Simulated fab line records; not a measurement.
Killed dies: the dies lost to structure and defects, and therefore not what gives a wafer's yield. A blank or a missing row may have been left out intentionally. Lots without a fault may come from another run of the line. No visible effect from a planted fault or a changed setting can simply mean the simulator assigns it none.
A lot that was struck, set against a sound lot :: flow nand_harc :: 28 out of 1302 route steps
Sound: wafers L720.1, L720.4, L720.6. Wafers L719.3, L719.4, L719.6 were the ones struck. At the end, the cause is stated.
At each step with rows: each side's tool, then ch and its chambers, then its first start. Under that, the readings that differ: sound wafers :: struck wafers :: difference of the means :: sigmas: that difference in standard deviations of wafers without a fault.
alike: readings with means less than 2 such deviations apart, plus words and numbers identical on both sides. not compared: withheld readings, readings lacking a value on some wafer, bounds such as >300 that could conceal the same value, and numbers that have no deviation in the record and whose values overlap.
Wherever a step has rows on one side only, a row that says differs or no value, or a row with sigmas, the two part there. When numbers do not overlap yet have no deviation, they are printed without sigmas and do not part them. A reading that every wafer of one side lacks parts them only if that side has two wafers or more.

NHARC_A_CHANNEL_HOLE_D2_INSPECT_12:
  sound on defect_inspect-01 at day 22 00:10; struck on defect_inspect-02 at day 21 15:14
  alike: raw_defect_count
then, 1 step without rows for these wafers: NHARC_A_CHANNEL_HOLE_D2_DESCUM_15 (chemistry O2, time 3 s).
NHARC_A_CHANNEL_HOLE_D2_ETCH_38: etches the open film in CF4, target depth 39 nm, time 65 s.
  sound on rie_diel-01 ch 0,2,3, day 22 00:20; struck on rie_diel-12 ch 0,1,2, day 21 15:23
  alike: cf4_flow_sccm, drypump_motor_current_A, oes_product_au, rf_vpp_V, showerhead_plenum_p_Torr, throttle_valve_pct
  not compared: rf_hours_counter_h
NHARC_A_CHANNEL_HOLE_D2_ETCH_39: etches the open film in N2/H2, target depth 260 nm, time 325 s.
  sound: rie_diel-01 ch 0,2; struck: rie_diel-12 ch 0,2
  alike: drypump_motor_current_A, oes_product_au, rf_vpp_V, showerhead_plenum_p_Torr, throttle_valve_pct
  not compared: rf_hours_counter_h
NHARC_A_CHANNEL_HOLE_D2_ETCH_34: etches the open film in CF4/CHF3, target depth 154 nm, time 77 s.
  sound: rie_diel-01 ch 0,3; struck: rie_diel-12 ch 2,3
  alike: cf4_flow_sccm, drypump_motor_current_A, oes_product_au, rf_vpp_V, showerhead_plenum_p_Torr, throttle_valve_pct
  not compared: rf_hours_counter_h
NHARC_A_CHANNEL_HOLE_D2_ETCH_16: etches the open film in O2/COS, target depth 3100 nm, time 806 s.
  sound: rie_diel-01 ch 0,2,3; struck: rie_diel-12 ch 2,3
  alike: drypump_motor_current_A, oes_product_au, rf_vpp_V, showerhead_plenum_p_Torr, throttle_valve_pct
  not compared: rf_hours_counter_h
NHARC_A_CHANNEL_HOLE_D2_CD_MEAS_18:
  sound on cd_sem-01 at day 22 01:32; struck on cd_sem-01 at day 21 16:25
  alike: cd_nm
then, 5 steps without rows for these wafers: NHARC_A_CHANNEL_HOLE_D2_ETCH_19 (etches the open film in C4F8/O2/Ar, time 34.5 s); NHARC_A_CHANNEL_HOLE_D2_ETCH_20 (etches the open film in C4F8/O2/Ar, time 361.9 s, target depth 1600 nm); NHARC_A_CHANNEL_HOLE_D2_ETCH_21 (etches the open film in C4F8/O2/Ar, time 514.3 s, target depth 1600 nm); NHARC_A_CHANNEL_HOLE_D2_ETCH_22 (etches the open film in C4F8/O2/Ar, time 666.7 s, target depth 1600 nm); NHARC_A_CHANNEL_HOLE_D2_ETCH_23 (etches the open film in C4F8/O2/Ar, time 819 s, target depth 1600 nm).
NHARC_A_CHANNEL_HOLE_D2_ETCH_24: etches the open film in C4F8/O2/Ar, time 906.2 s, target depth 1500 nm.
  sound on har_etch-02 ch 0,1, day 22 04:44; struck on har_etch-01 ch 0,1, day 21 18:53
reading: showerhead_plenum_p_Torr (Torr)
sound: 3.66 3.89 3.89
struck: 3.52 3.63 3.52
difference: -0.26
sigmas: -2
  alike: drypump_motor_current_A, throttle_valve_pct
  not compared: rf_hours_counter_h
then, 7 steps without rows for these wafers: NHARC_A_CHANNEL_HOLE_D2_ETCH_25 (etches the open film in C4F8/O2/Ar, time 1040.2 s, target depth 1500 nm); NHARC_A_CHANNEL_HOLE_D2_ETCH_26 (etches the open film in C4F8/O2/Ar, time 224.1 s, target depth 300 nm); NHARC_A_CHANNEL_HOLE_D2_ETCH_27 (etches the open film in C4F8/O2/Ar, time 90 s, target depth 400 nm); NHARC_A_CHANNEL_HOLE_D2_STRIP_41 (strips in N2/H2); NHARC_A_CHANNEL_HOLE_D2_STRIP_42 (strips in CF4/CHF3); NHARC_A_CHANNEL_HOLE_D2_STRIP_43 (strips in O2/COS); NHARC_A_CHANNEL_HOLE_D2_ETCH_44 (etches the open film in CF4/O2, target depth 140 nm, overetch 14 nm, time 77 s).
NHARC_A_CHANNEL_HOLE_D2_STRIP_28: strips in O2.
  sound: rie_diel-01 ch 0,3; struck: rie_diel-01 ch 0,1,3
  alike: drypump_motor_current_A, oes_product_au, rf_vpp_V, showerhead_plenum_p_Torr, throttle_valve_pct
  not compared: rf_hours_counter_h
then, 2 steps without rows for these wafers: NHARC_A_CHANNEL_HOLE_D2_PRECLEAN_29 (cleans in SC1); NHARC_A_CHANNEL_HOLE_D2_SRD_30.
NHARC_A_CHANNEL_HOLE_D2_CD_MEAS_31:
  sound on cd_sem-03 at day 22 08:07; struck on cd_sem-01 at day 21 22:00
  alike: cd_nm
next, for these wafers, 1 step has no rows: NHARC_A_CHANNEL_HOLE_D2_XSEM_32.
NHARC_A_CHANNEL_HOLE_D2_INSPECT_40:
  sound on defect_inspect-01 at day 22 08:19; struck on defect_inspect-01 at day 21 22:12
reading: raw_defect_count
sound: 150 271 157
struck: 1034 994 1038
difference: +829
sigmas: +9
then, 1 step without rows for these wafers: NHARC_A_CHANNEL_FILL_D2_PRECLEAN_00 (cleans in SC1).
-- record jumps: 11 days between struck wafers' starts before vs after; left off in module A_CHANNEL_FILL_D2, resumes in module END, first step shown is number 1302 of the route --
NHARC_END_SORT_01:
  at this point the record logs the struck wafers (prober-01 ch 0, day 32 18:49) and has no rows for the sound ones

WHERE THEY PART
Earliest at NHARC_A_CHANNEL_HOLE_D2_ETCH_24; latest, in this record, at NHARC_END_SORT_01.

WHY: what the simulator had put in
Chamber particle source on har_etch-01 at NHARC_A_CHANNEL_HOLE_D2_ETCH_24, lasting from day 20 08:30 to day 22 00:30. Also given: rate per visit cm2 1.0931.
